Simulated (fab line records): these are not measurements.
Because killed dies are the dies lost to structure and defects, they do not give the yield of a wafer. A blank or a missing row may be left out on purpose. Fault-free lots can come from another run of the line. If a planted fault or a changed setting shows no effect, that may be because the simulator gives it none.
Chamber matching	flow nandHarc	cmp-01 running NHARC_A_CHANNEL_FILL_D1_CMP_10: 4 sister chambers
The step polishes, target thk 150 nm. 7 wafers are shown with their chamber, then 10 later ones without.

== WAFERS, EACH WITH ITS CHAMBER ==
wafer	chamber	motorCurrentA (A)	slurryFlowMlMin
L088.5	3	11.5	149.9
L088.6	2	11.8	150.9
L085.5	2	10.9	150.6
L091.4	0	10.4	150.6
L091.6	1	13.6	150.6
L090.2	1	13.7	150.7
L090.4	0	10.4	150.5

== WAFERS MISSING THEIR CHAMBER ==
wafer	motorCurrentA (A)	slurryFlowMlMin
L090.5	9.9	150.0
L095.2	11.0	149.9
L095.4	13.4	149.7
L095.6	10.7	150.6
L096.2	11.9	149.8
L096.3	10.5	149.7
L096.5	11.2	149.5
L097.1	11.4	150.0
L097.2	13.1	149.9
L097.6	11.2	149.6

== CHAMBER TAKEN BY EACH ==
wafer	from the rows above	in truth
L090.5	can't be placed: 0 or 3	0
L095.2	3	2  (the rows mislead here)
L095.4	can't be placed: 3 or 1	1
L095.6	can't be placed: 0 or 2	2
L096.2	3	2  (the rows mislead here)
L096.3	3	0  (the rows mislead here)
L096.5	3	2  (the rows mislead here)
L097.1	3	3
L097.2	can't be placed: 3 or 1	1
L097.6	3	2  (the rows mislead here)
1 of 10 placed correctly. Unplaceable from these rows: 4, with the true chamber sitting among the candidates in 4. Number placed wrongly: 5.
How it was worked out, from the rows above alone: a wafer's distance from a chamber is the root of the sum, over the readings, of the square of ((its reading less the chamber's mean) divided by the reading's scatter). The wafer belongs to the nearest chamber; if the next one is less than 2 further off, it can't be placed. Each chamber's mean is taken over the wafers shown for it. The scatter is the square root of a quotient: the sum, over the shown wafers, of each reading's squared deviation from its chamber's mean, divided by wafers minus chambers.
